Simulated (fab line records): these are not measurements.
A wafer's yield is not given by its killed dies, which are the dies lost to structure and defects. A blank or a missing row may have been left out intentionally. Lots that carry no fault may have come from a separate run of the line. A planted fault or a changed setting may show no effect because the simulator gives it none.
fab line records	flow n5_finfet
record: lots: 7	wafers: 21
route steps=1938 shown SD_EPI_P@301 SDB@350 HKMG_FIN@423 BEOL_M0_SAQP@638
start_h: hours from the record's opening day to when the first of the lot's shown wafers began	wait_h: how many hours have passed since the lot's step before this one	" repeats the value in the row above	L1.1+2: a single row standing in for several wafers	- either no value or no given start	* or withheld: withheld	< > ~ a bound
route shown NAME@n: a module of which the file shows steps, and the number in the route of the first	usual: mean/standard deviation taken from wafers without a fault	same: alike in all rows	chamber/n: place in a boat	sites: readings site by site	_std_site: the values' standard deviation	_edge_site: inner sites' mean taken away from outer sites' mean	radius_mm: how far each site lies from the wafer's centre	mask NAME#n: copy n	behind: tool/chamber where the wafer was last shaped	hold: why the lot was held/for how many hours/how that ended	device: the n, p or np transistor that did not switch	end of line: tests of these same wafers at the route's end	where a step has no rows: the recipe by itself	killed: at the first sort, the dies lost to defects and structure; wafer yield is something else	map: shows each die of a wafer: x if killed, . if not, _ if none is there
set.NAME: the setting the step ran with; set.NAME@STEP: the setting that earlier step ran with	model.NAME: the simulator's own value behind a step, which no gauge read
lots whose settings were changed on purpose; a table a step, a row a wafer
== steps ==
step: N5_SD_EPI_P_PEB_07
recipe: peb_temp_c: 110	peb_time_s: 60	resist: CAR-ArF-block
lot.wafer	tool	chamber	start_h	wait_h	set.peb_time_s
L076.1+5	litho_track-04	0	67.13	0.1	60
L076.4	"	0	"	"	53.81
L075.2+3+4	litho_track-05	0	71.55	0.0	60
L078.1+4+6	litho_track-01	0	80.90	0.1	60
L084.1+2+5	litho_track-04	0	112.21	0.1	50.15
L090.1+2	litho_track-05	0	148.14	0.1	64.74
L090.4	"	0	"	"	60
L094.1	litho_track-05	0	174.31	0.1	69.6
L094.3+5	"	0	"	"	60
L095.1	litho_track-01	0	179.60	0.1	47.07
L095.2+6	"	0	"	"	60
step: N5_SD_EPI_P_DEVELOP_08
recipe: develop_time_s: 30	developer: TMAH	resist: CAR-ArF-block	dev_temp_c: 23	rinse_liquid: diw	dry: air_spin
step: N5_SD_EPI_P_CD_MEAS_09
recipe: target_cd_nm: 240	landing_energy_ev: 500	detector: se_inlens
usual: cd_nm: 239.8/0.7
lot.wafer	tool	chamber	start_h	wait_h	set.peb_time_s@SD_EPI_P_PEB_07	cd_nm
L076.1	cd_sem-03	0	67.20	-	60	239.9
L076.4	"	0	"	"	53.81	235.6
L076.5	"	0	"	"	60	238.9
L075.2	cd_sem-01	0	71.62	-	60	241.2
L075.3	"	0	"	"	60	240.5
L075.4	"	0	"	"	60	241.0
L078.1	cd_sem-01	0	80.97	-	60	240.5
L078.4	"	0	"	"	60	240.5
L078.6	"	0	"	"	60	240.6
L084.1	cd_sem-02	0	112.27	-	50.15	232.1
L084.2	"	0	"	"	50.15	233.2
L084.5	"	0	"	"	50.15	232.8
L090.1	cd_sem-01	0	148.21	-	64.74	242.3
L090.2	"	0	"	"	64.74	241.0
L090.4	"	0	"	"	60	239.2
L094.1	cd_sem-03	0	174.38	-	69.6	244.2
L094.3	"	0	"	"	60	240.0
L094.5	"	0	"	"	60	240.6
L095.1	cd_sem-02	0	179.67	-	47.07	229.7
L095.2	"	0	"	"	60	239.8
L095.6	"	0	"	"	60	239.7
step: N5_SD_EPI_P_DESCUM_14
recipe: chemistry: O2	time_s: 7.9	source_power_w: 50	bias_power_w: 20	pressure_mtorr: 20	rf_frequency_hz: 2.712e+07	temp_c: 40	resist: CAR-ArF-block	o2_flow_sccm: 225
lot.wafer	tool	chamber	start_h	wait_h	set.peb_time_s@SD_EPI_P_PEB_07	model.SD_EPI_P.cd_nm
L076.1	rie_diel-06	2	67.29	0.0	60	239.8
L076.4	"	3	"	"	53.81	235.4
L076.5	"	2	"	"	60	238.6
L075.2	rie_diel-02	1	71.71	0.0	60	240.8
L075.3	"	0	"	"	60	240.6
L075.4	"	2	"	"	60	241.2
L078.1+4	rie_diel-06	2,3	81.32	0.3	60	240.4
L078.6	"	2	"	"	60	240.2
L084.1+5	rie_diel-02	2,1	112.36	0.0	50.15	232.8
L084.2	"	1	"	"	50.15	233.2
L090.1	rie_diel-06	0	148.45	0.2	64.74	241.8
L090.2	"	2	"	"	64.74	241
L090.4	"	1	"	"	60	239.6
L094.1	rie_diel-02	0	174.47	0.0	69.6	244.2
L094.3	"	1	"	"	60	240
L094.5	"	1	"	"	60	240.2
L095.1	rie_diel-06	0	179.77	0.0	47.07	229.8
L095.2	"	1	"	"	60	240
L095.6	"	0	"	"	60	239.8
step: N5_SD_EPI_P_ETCH_36
recipe: chemistry: CF4	target: SiARC	target_depth_a: 455	mask_material: CAR-ArF-block	time_s: 75.8	ion_energy_ev: 80	pressure_mtorr: 40	source_w: 545	bias_w: 36	Ar_flow_sccm: 100	cf4_flow_sccm: 100	ends: cleared
lot.wafer	tool	chamber	start_h	wait_h	set.peb_time_s@SD_EPI_P_PEB_07	model.SD_EPI_P.cd_nm
L076.1	rie_diel-06	2	67.33	0.0	60	239.8
L076.4	"	3	"	"	53.81	235.2
L076.5	"	2	"	"	60	238.8
L075.2	rie_diel-02	1	71.75	0.0	60	240.6
L075.3	"	0	"	"	60	240.8
L075.4	"	2	"	"	60	241.2
L078.1+6	rie_diel-06	2	81.36	0.0	60	240.4
L078.4	"	3	"	"	60	240.2
L084.1+2	rie_diel-02	2,1	112.40	0.0	50.15	233
L084.5	"	1	"	"	50.15	232.6
L090.1	rie_diel-06	0	148.48	0.0	64.74	241.8
L090.2	"	2	"	"	64.74	241
L090.4	"	1	"	"	60	239.6
L094.1	rie_diel-02	0	174.50	0.0	69.6	244.2
L094.3	"	1	"	"	60	239.6
L094.5	"	1	"	"	60	240
L095.1	rie_diel-06	0	179.80	0.0	47.07	230
L095.2	"	1	"	"	60	240.2
L095.6	"	0	"	"	60	240
step: N5_SD_EPI_P_ETCH_37
recipe: chemistry: N2/H2	target: SOC	overetch_a: 1080	mask_material: SiARC	temp_c: 40	ion_energy_ev: 100	source_w: 3000	bias_w: 133	pressure_mtorr: 20	time_s: 486	n2_flow_sccm: 200	h2_flow_sccm: 200	ends: end_point
lot.wafer	tool	chamber	start_h	wait_h	set.peb_time_s@SD_EPI_P_PEB_07	model.SD_EPI_P.cd_nm
L076.1	rie_diel-06	2	67.39	0.0	60	240.2
L076.4	"	3	"	"	53.81	237
L076.5	"	2	"	"	60	239
L075.2+4	rie_diel-02	1,2	71.80	0.0	60	240.6
L075.3	"	0	"	"	60	241
L078.1	rie_diel-06	2	81.41	0.0	60	241
L078.4	"	3	"	"	60	241.8
L078.6	"	2	"	"	60	240.8
L084.1	rie_diel-02	2	112.45	0.0	50.15	231.2
L084.2	"	1	"	"	50.15	232
L084.5	"	1	"	"	50.15	231
L090.1	rie_diel-06	0	148.54	0.0	64.74	243.4
L090.2	"	2	"	"	64.74	242.6
L090.4	"	1	"	"	60	242
L094.1	rie_diel-02	0	174.56	0.0	69.6	244.6
L094.3	"	1	"	"	60	238.8
L094.5	"	1	"	"	60	239.2
L095.1	rie_diel-06	0	179.86	0.0	47.07	230.8
L095.2	"	1	"	"	60	240.6
L095.6	"	0	"	"	60	240.2
step: N5_SD_EPI_P_ETCH_16
recipe: chemistry: CHF3/O2	target: SiO2	target_depth_a: 50	mask_material: SOC	pressure_mtorr: 30	source_w: 650	bias_w: 170	Ar_flow_sccm: 200	CHF3_flow_sccm: 50	O2_flow_sccm: 5	ion_energy_ev: 200
lot.wafer	tool	chamber	start_h	wait_h	set.target_depth_a	model.etch.depth_nm
L076.1	rie_diel-06	2	67.91	0.1	50	4.806
L076.4	"	3	"	"	45.88	4.577
L076.5	"	2	"	"	50	4.866
L075.2	rie_diel-02	1	72.33	0.1	50	4.88
L075.3	"	0	"	"	56.03	5.438
L075.4	"	2	"	"	50	4.848
L078.1	rie_diel-06	2	81.94	0.1	50	4.841
L078.4	"	3	"	"	50	5.019
L078.6	"	2	"	"	50	4.851
L084.1	rie_diel-02	2	112.98	0.1	53.7	5.264
L084.2	"	1	"	"	50	4.883
L084.5	"	1	"	"	50	4.886
L090.1	rie_diel-06	0	149.06	0.1	56.04	5.743
L090.2	"	2	"	"	50	4.818
L090.4	"	1	"	"	56.04	5.506
L094.1	rie_diel-02	0	175.08	0.1	50	4.891
L094.3	"	1	"	"	50	4.896
L094.5	"	1	"	"	50	4.952
L095.1	rie_diel-06	0	180.38	0.1	46.41	4.78
L095.2	"	1	"	"	50	4.93
L095.6	"	0	"	"	46.41	4.748
step: N5_SDB_COAT_05
recipe: resist: CAR-ArF	spin_rpm: 1500	resist_thk_nm: 90
lot.wafer	tool	chamber	start_h	wait_h	set.spin_rpm	model.CAR-ArF_of_SDB_COAT_05.thk_nm
L076.1	litho_track-03	0	-	-	1332	96
L076.4	"	0	"	"	1332	95.8
L076.5	"	0	"	"	1500	90.2
L075.2+3	litho_track-04	0	-	-	1500	89.8
L075.4	"	0	"	"	1500	89.6
L078.1+4	litho_track-04	0	-	-	1500	90.2
L078.6	"	0	"	"	1500	90
L084.1+5	litho_track-04	0	-	-	1500	90
L084.2	"	0	"	"	1500	90.2
L090.1	litho_track-02	0	-	-	1403	93
L090.2	"	0	"	"	1500	89.8
L090.4	"	0	"	"	1500	90
L094.1	litho_track-03	0	-	-	1500	90.4
L094.3	"	0	"	"	1500	89.8
L094.5	"	0	"	"	1500	90
L095.1	litho_track-03	0	-	-	1500	90
L095.2	"	0	"	"	1634	86.2
L095.6	"	0	"	"	1500	89.8
step: N5_SDB_EBR_07
recipe: solvent: PGMEA	ebr_width_mm: 1.5
step: N5_SDB_SOFTBAKE_06
recipe: temp_c: 110	time_s: 60	resist: CAR-ArF
step: N5_SDB_EXPOSE_08
recipe: mask_id: SDB	na: 1.35	source_shape: conventional	sigma_outer: 0.5	polarization: unpolarized	dose_mj: 49.6
step: N5_SDB_PEB_09
recipe: peb_temp_c: withheld	peb_time_s: 60	resist: CAR-ArF
step: N5_SDB_DEVELOP_10
recipe: develop_time_s: 30	developer: TMAH	resist: CAR-ArF	rinse_liquid: diw	dry: air_spin	dev_temp_c: 23
lot.wafer	tool	chamber	start_h	wait_h	set.spin_rpm@SDB_COAT_05	model.CAR-ArF_of_SDB_COAT_05.thk_nm
L076.1	litho_track-03	0	-	-	1332	94.2
L076.4	"	0	"	"	1332	94
L076.5	"	0	"	"	1500	88.4
L075.2+3	litho_track-02	0	-	-	1500	88
L075.4	"	0	"	"	1500	87.8
L078.1+4	litho_track-04	0	-	-	1500	88.6
L078.6	"	0	"	"	1500	88.2
L084.1	litho_track-03	0	-	-	1500	88.4
L084.2	"	0	"	"	1500	88.6
L084.5	"	0	"	"	1500	88.2
L090.1	litho_track-04	0	-	-	1403	91.2
L090.2+4	"	0	"	"	1500	88.2
L094.1	litho_track-04	0	-	-	1500	88.6
L094.3	"	0	"	"	1500	88.2
L094.5	"	0	"	"	1500	88.4
L095.1	litho_track-03	0	-	-	1500	88.4
L095.2	"	0	"	"	1634	84.4
L095.6	"	0	"	"	1500	88.2
step: N5_HKMG_FIN_COAT_30
recipe: resist: SiARC	temp_c: 220	time_s: 60	spin_rpm: 1500	resist_thk_nm: 35
lot.wafer	tool	chamber	start_h	wait_h	set.spin_rpm	model.SiARC_of_HKMG_FIN_COAT_30.thk_nm
L076.1	litho_track-05	0	-	-	1373	36.6
L076.4+5	"	0	"	"	1500	35
L075.2	litho_track-01	0	-	-	1627	33.6
L075.3+4	"	0	"	"	1500	35
L078.1+4+6	litho_track-01	0	-	-	1500	35
L084.1+2+5	litho_track-02	0	-	-	1500	35.2
L090.1+4	litho_track-01	0	-	-	1500	35
L090.2	"	0	"	"	1548	34.4
L094.1	litho_track-01	0	-	-	1415	36.2
L094.3	"	0	"	"	1500	35
L094.5	"	0	"	"	1415	35.8
L095.1+2+6	litho_track-02	0	-	-	1500	35
step: N5_BEOL_M0_SAQP_PECVD_04
recipe: material: a-Si	target_thk_a: 600	temp_c: 350	precursor: SiH4/He	pressure_torr: 3	rf_w: 100	time_s: 60.2
lot.wafer	tool	chamber	start_h	wait_h	set.time_s	model.a-Si_of_BEOL_M0_SAQP_PECVD_04.thk_nm
L076.1	pecvd-03	2	124.78	0.0	60.2	59.6
L076.4	"	1	"	"	60.2	59.8
L076.5	"	2	"	"	60.2	60.2
L075.2	pecvd-04	0	127.92	0.0	68.9	68.2
L075.3	"	1	"	"	60.2	60
L075.4	"	1	"	"	60.2	61
L078.1	pecvd-04	1	137.98	0.0	60.2	59.4
L078.4	"	1	"	"	60.2	61
L078.6	"	2	"	"	60.2	60.4
L084.1	pecvd-04	1	170.85	0.0	55.91	55.6
L084.2	"	0	"	"	55.91	55
L084.5	"	1	"	"	60.2	59.6
L090.1	pecvd-04	0	201.62	0.0	60.2	59.2
L090.2	"	2	"	"	60.2	59.6
L090.4	"	0	"	"	60.2	60.4
L094.1	pecvd-02	0	231.78	0.0	60.2	59.2
L094.3	"	1	"	"	60.2	59.4
L094.5	"	1	"	"	60.2	58.8
L095.1	pecvd-04	2	235.55	0.0	60.2	59.6
L095.2	"	1	"	"	65.03	65
L095.6	"	2	"	"	60.2	60.6
step: N5_BEOL_M0_SAQP_THK_MEAS_05
usual: thk_nm: 60.0/0.75
lot.wafer	tool	chamber	start_h	wait_h	set.time_s@BEOL_M0_SAQP_PECVD_04	thk_nm
L076.1	film_metro-02	-	124.87	0.1	60.2	59.6
L076.4	"	-	"	"	60.2	59.7
L076.5	"	-	"	"	60.2	60.2
L075.2	film_metro-01	-	128.02	0.1	68.9	68.2
L075.3	"	-	"	"	60.2	60.0
L075.4	"	-	"	"	60.2	61.0
L078.1	film_metro-01	-	138.08	0.1	60.2	59.5
L078.4	"	-	"	"	60.2	60.9
L078.6	"	-	"	"	60.2	60.3
L084.1	film_metro-01	-	170.98	0.1	55.91	55.6
L084.2	"	-	"	"	55.91	55.0
L084.5	"	-	"	"	60.2	59.5
L090.1	film_metro-02	-	201.72	0.1	60.2	59.2
L090.2	"	-	"	"	60.2	59.5
L090.4	"	-	"	"	60.2	60.4
L094.1	film_metro-01	-	231.87	0.1	60.2	59.2
L094.3	"	-	"	"	60.2	59.5
L094.5	"	-	"	"	60.2	58.8
L095.1	film_metro-01	-	235.64	0.1	60.2	59.5
L095.2	"	-	"	"	65.03	65.0
L095.6	"	-	"	"	60.2	60.6
== key ==
split: step: N5_SD_EPI_P_PEB_07	setting: peb_time_s	stated: 60	by: wafer
response: step: N5_SD_EPI_P_CD_MEAS_09	reading: cd_nm	change: +0.38	per: 1%	r: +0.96
response: step: N5_SD_EPI_P_DESCUM_14	reading: model.SD_EPI_P.cd_nm	change: +0.379	per: 1%	r: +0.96
response: step: N5_SD_EPI_P_ETCH_36	reading: model.SD_EPI_P.cd_nm	change: +0.387	per: 1%	r: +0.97
response: step: N5_SD_EPI_P_ETCH_37	reading: model.SD_EPI_P.cd_nm	change: +0.372	per: 1%	r: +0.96
split: step: N5_SD_EPI_P_ETCH_16	setting: target_depth_a	stated: 50	by: wafer
response: step: N5_SD_EPI_P_ETCH_16	reading: model.etch.depth_nm	change: +0.049	per: 1%	r: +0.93
split: step: N5_SDB_COAT_05	setting: spin_rpm	stated: 1500	by: wafer
response: step: N5_SDB_COAT_05	reading: model.CAR-ArF_of_SDB_COAT_05.thk_nm	change: -0.473	per: 1%	r: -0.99
response: step: N5_SDB_DEVELOP_10	reading: model.CAR-ArF_of_SDB_COAT_05.thk_nm	change: -0.478	per: 1%	r: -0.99
split: step: N5_HKMG_FIN_COAT_30	setting: spin_rpm	stated: 1500	by: wafer
response: step: N5_HKMG_FIN_COAT_30	reading: model.SiARC_of_HKMG_FIN_COAT_30.thk_nm	change: -0.178	per: 1%	r: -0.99
split: step: N5_BEOL_M0_SAQP_PECVD_04	setting: time_s	stated: 60.2	by: wafer
response: step: N5_BEOL_M0_SAQP_PECVD_04	reading: model.a-Si_of_BEOL_M0_SAQP_PECVD_04.thk_nm	change: +0.559	per: 1%	r: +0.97
response: step: N5_BEOL_M0_SAQP_THK_MEAS_05	reading: thk_nm	change: *	per: 1%	r: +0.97
